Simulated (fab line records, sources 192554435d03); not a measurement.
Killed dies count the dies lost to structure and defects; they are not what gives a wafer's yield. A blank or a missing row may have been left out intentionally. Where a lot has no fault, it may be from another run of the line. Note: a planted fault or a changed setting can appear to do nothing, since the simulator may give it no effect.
A struck lot beside a sound one / flow n5-finfet / 43 steps out of a route of 1938
Sound: the wafers L943.1, L943.2, L943.3. Struck: wafer L951.2. (L951.5 of the same lot was not struck and is left out.) The cause comes at the end.
At each step with rows: each side's tool, then ch and its chambers, then its first start. Under that, the readings that differ: sound wafers / struck wafers / difference of the means / sigmas: that difference in standard deviations of wafers without a fault.
alike: readings with means less than 2 such deviations apart, plus words and numbers identical on both sides. not compared: withheld readings, readings lacking a value on some wafer, bounds such as >300 that could conceal the same value, and numbers that have no deviation in the record and whose values overlap.
Wherever a step has rows on one side only, a row that says differs or no value, or a row with sigmas, the two part there. Numbers that have no deviation but don't overlap get no sigmas and don't part them. A reading that every wafer of one side lacks parts them only if that side has two wafers or more.

first, 4 steps without rows for these wafers: N5_BEOL_M1_SOFTBAKE_23 (time 60 s); N5_BEOL_M1_EXPOSE_25 (exposes mask V0, defocus 5 nm, target cd 24 nm); N5_BEOL_M1_PEB_26 (peb time 60 s); N5_BEOL_M1_DEVELOP_27 (develop time 30 s).
N5_BEOL_M1_CD_MEAS_28: target cd y 23.3 nm.
  sound on cd-sem-02 ch 0, day 8 01:48; struck on cd-sem-02 ch 0, day 10 00:58
  alike: cd-nm
N5_BEOL_M1_OVL_MEAS_29:
  sound on overlay-01 ch 0, day 8 01:50; struck on overlay-01 ch 0, day 10 01:00
  alike: V0_OVL
N5_BEOL_M1_INSPECT_30: inspects for defects (brightfield).
  sound: defect-inspect-01 at day 8 01:53; struck: defect-inspect-02 at day 10 01:03
reading=raw-defect-count; sound=423 420 429; struck=228; difference=-196; sigmas=-2
N5_BEOL_M1_DESCUM_33: chemistry O2, time 7 s.
  sound on rie-diel-01 ch 0,1,2, day 8 01:55; struck on rie-diel-03 ch 0, day 10 01:05
  alike: drypump-motor-current-A, oes-product-au, rf-vpp-V, showerhead-plenum-p-Torr, throttle-valve-pct
  not compared: rf-hours-counter-h
then, 1 step without rows for these wafers: N5_BEOL_M1_ETCH_77 (etches underlayer in N2/H2, target depth 6.5 nm, time 5.2 s).
N5_BEOL_M1_ETCH_69: etches SiARC in CF4, target depth 15.6 nm, time 26 s.
  sound on rie-diel-01 ch 0,1,2, day 8 01:59; struck on rie-diel-03 ch 0, day 10 01:08
reading=etch-rf-on-time-s (s); sound=25.1 25.6 26.6; struck=27.2; difference=+1.4; sigmas=+2
  alike: drypump-motor-current-A, oes-product-au, rf-vpp-V, showerhead-plenum-p-Torr, throttle-valve-pct
  not compared: rf-hours-counter-h
then, 1 step without rows for these wafers: N5_BEOL_M1_ALD_98 (deposits SiO2, target thk 2.5 nm, pulse time 1 s, co reactant pulse time 1 s).
N5_BEOL_M1_ETCHBACK_99: etches SiO2 in CHF3, target depth 5 nm, time 10.4 s.
  sound on rie-diel-01 ch 0,1,3, day 8 06:05; struck on rie-diel-01 ch 0, day 10 05:35
  alike: drypump-motor-current-A, oes-product-au, rf-vpp-V, showerhead-plenum-p-Torr, throttle-valve-pct
  not compared: rf-hours-counter-h
N5_BEOL_M1_ETCH_70: etches SOC in N2/H2, target depth 80 nm, overetch 16 nm, time 120 s.
  sound on rie-diel-01 ch 0,1,3, day 8 06:08; struck on rie-diel-01 ch 0, day 10 05:37
reading=model.etch.depth-nm (nm); sound=60.24 60.44 60.32; struck=57.75; difference=-2.58; sigmas=
reading=model.SiARC_of_BEOL_M1_COAT_68.thk-nm (nm); sound=6.4 6.4 6; struck=8.8; difference=+2.5; sigmas=
  alike: drypump-motor-current-A, oes-product-au, rf-vpp-V, showerhead-plenum-p-Torr, throttle-valve-pct
  not compared: rf-hours-counter-h
then, 2 steps without rows for these wafers: N5_BEOL_M1_STRIP_71 (strips in N2/H2); N5_BEOL_M1_STRIP_78 (strips in N2/H2).
N5_BEOL_M1_VIA_ETCH_34: etches the open film in C4F6/O2, target depth 67.8 nm, time 64.4 s.
  sound on rie-diel-01 ch 0,1,3, day 8 06:14; struck on rie-diel-01 ch 0, day 10 05:43
reading=model.BEOL_M1.cd-nm (nm); sound=18 18 18.4; struck=17.2; difference=-0.9; sigmas=
  alike: drypump-motor-current-A, oes-product-au, rf-vpp-V, showerhead-plenum-p-Torr, throttle-valve-pct
  not compared: rf-hours-counter-h
then, 4 steps without rows for these wafers: N5_BEOL_M1_STRIP_83 (strips in C4F6/O2); N5_BEOL_M1_STRIP_36 (strips in N2/H2); N5_BEOL_M1_TRENCH_ETCH_37 (etches SiOC in C4F6/O2, target depth 55.207 nm, time 29 s); N5_BEOL_M1_ETCH_41 (etches SiCN in CH3F/O2, target depth 31.9 nm, time 57.8 s).
N5_BEOL_M1_STRIP_97: strips in N2/H2, time 10 s.
  sound on rie-diel-01 ch 0,1,3; struck on rie-diel-01 ch 0
  alike: drypump-motor-current-A, oes-product-au, rf-vpp-V, showerhead-plenum-p-Torr, throttle-valve-pct
  not compared: rf-hours-counter-h
N5_BEOL_M1_OCD_MEAS_38:
  sound: ocd-01 at day 8 06:29; struck: ocd-02 at day 10 05:58
  alike: trench-depth-nm
then, 4 steps without rows for these wafers: N5_BEOL_M1_HM_STRIP_39 (strips TiN in peroxide tin strip, target depth 25 nm, time 158 s); N5_BEOL_M1_SRD_40 (time 30 s); N5_BEOL_M1_PRECLEAN_42 (cleans in residue remover, time 60 s); N5_BEOL_M1_SRD_43 (time 30 s).
N5_BEOL_M1_CD_MEAS_35: target cd 18 nm, target cd y 21 nm.
  sound: cd-sem-01 at day 8 06:38; struck: cd-sem-02 at day 10 06:08
  alike: cd-nm
then, 13 steps without rows for these wafers: N5_BEOL_M1_DEGAS_44 (time 60 s); N5_BEOL_M1_PRE_CLEAN_45 (time 30 s); N5_BEOL_M1_ALD_84 (deposits TaN, pulse time 2 s, purge time 3 s, co reactant purge time 2 s); N5_BEOL_M1_SURFACE_TREAT_85; N5_BEOL_M1_CVD_47 (deposits Co from CCTBA/H2, target thk 3 nm, time 223.8 s); N5_BEOL_M1_SPUTTER_48 (material Cu, target thk 4.5 nm, time 8.29 s); N5_BEOL_M1_ANNEAL_49 (time 240 s); N5_BEOL_M1_SPUTTER_79 (material Cu, target thk 4.5 nm, time 8.29 s); N5_BEOL_M1_ANNEAL_80 (time 240 s); N5_BEOL_M1_SPUTTER_81 (material Cu, target thk 4.5 nm, time 8.29 s); N5_BEOL_M1_ANNEAL_82 (time 240 s); N5_BEOL_M1_SPUTTER_86 (material Cu, target thk 4.5 nm, time 8.29 s); N5_BEOL_M1_ANNEAL_87 (time 240 s).
N5_BEOL_M1_SPUTTER_88: material Cu, target thk 4.5 nm, time 8.29 s.
  sound: pvd-sputter-03 at day 8 09:10; struck: pvd-sputter-02 at day 10 07:56
  alike: throttle-valve-pct
then, 1 step without rows for these wafers: N5_BEOL_M1_ANNEAL_89 (time 240 s).
N5_BEOL_M4_RC_MEAS_101:
  sound on prober-02 ch 0, day 9 14:12; struck on prober-02 ch 0, day 11 13:58
  alike: DIBL_N, DIBL_P, IOFF_N, IOFF_P, ION_N, ION_P, SS_N, SS_P, VT_N, VT_P
  not compared: CHAIN_V0_max_site

WHERE THEY PART
At N5_BEOL_M1_INSPECT_30 first; at N5_BEOL_M1_ETCH_69 last (within this record only). Later steps at which nothing parts them and some readings are alike: N5_BEOL_M1_ETCHBACK_99, N5_BEOL_M1_ETCH_70, N5_BEOL_M1_VIA_ETCH_34, N5_BEOL_M1_STRIP_97, N5_BEOL_M1_OCD_MEAS_38, N5_BEOL_M1_CD_MEAS_35, N5_BEOL_M1_SPUTTER_88, N5_BEOL_M4_RC_MEAS_101.

WHY: what the simulator had put in
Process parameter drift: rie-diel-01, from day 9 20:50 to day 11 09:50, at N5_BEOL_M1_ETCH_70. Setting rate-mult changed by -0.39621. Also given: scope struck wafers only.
